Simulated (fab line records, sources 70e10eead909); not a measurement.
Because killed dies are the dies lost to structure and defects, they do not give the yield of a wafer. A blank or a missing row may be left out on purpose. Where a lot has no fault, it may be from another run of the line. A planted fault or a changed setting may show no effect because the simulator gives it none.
Matching of chambers | flow nandHarc | NHARC_A_WL_FILL_ALD_00 on aldHk-04: 4 sister chambers
The step deposits Al2O3, target thk 3 nm, pulse time 3 s, ald cycles 30. 4 wafers are shown with their chamber, then 12 later ones without.

## WAFERS, EACH WITH ITS CHAMBER
wafer  | chamber | heaterPowerW (W)
L088.2 | 0       | 480
L092.5 | 1       | 602
L093.1 | 2       | 451
L093.5 | 3       | 436

## WAFERS WHOSE CHAMBER IS MISSING
wafer  | heaterPowerW (W)
L096.1 | 578
L096.2 | 440
L096.4 | 467
L097.1 | 463
L097.3 | 463
L097.5 | 458
L095.4 | 453
L095.5 | 592
L095.6 | 443
L094.1 | 606
L094.3 | 447
L094.5 | 578

## WHICH CHAMBER EACH ONE RAN IN
wafer  | from the rows above          | in truth
L096.1 | 1                            | 1
L096.2 | can't be placed: 3 or 2      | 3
L096.4 | can't be placed: 0 or 2 or 3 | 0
L097.1 | can't be placed: 2 or 0 or 3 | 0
L097.3 | can't be placed: 2 or 0 or 3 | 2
L097.5 | can't be placed: 2 or 0 or 3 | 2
L095.4 | can't be placed: 2 or 3      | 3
L095.5 | 1                            | 1
L095.6 | can't be placed: 3 or 2      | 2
L094.1 | 1                            | 1
L094.3 | can't be placed: 2 or 3      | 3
L094.5 | 1                            | 1
Correct placement for 4 of the 12. From these rows, 8 cannot be placed; in 8 the true chamber is one of the candidates. Placed wrongly: 0.
How it was worked out, from the rows above alone: a wafer's distance from a chamber is the root of the sum, over the readings, of the square of ((its reading less the chamber's mean) divided by the reading's scatter). The wafer belongs to the nearest chamber; if the next one is less than 2 further off, it can't be placed. A chamber's mean is the mean of its shown wafers. The scatter (one wafer shown for each chamber): square how far every hidden wafer sits from the nearest shown wafer, average those squares and take the square root.
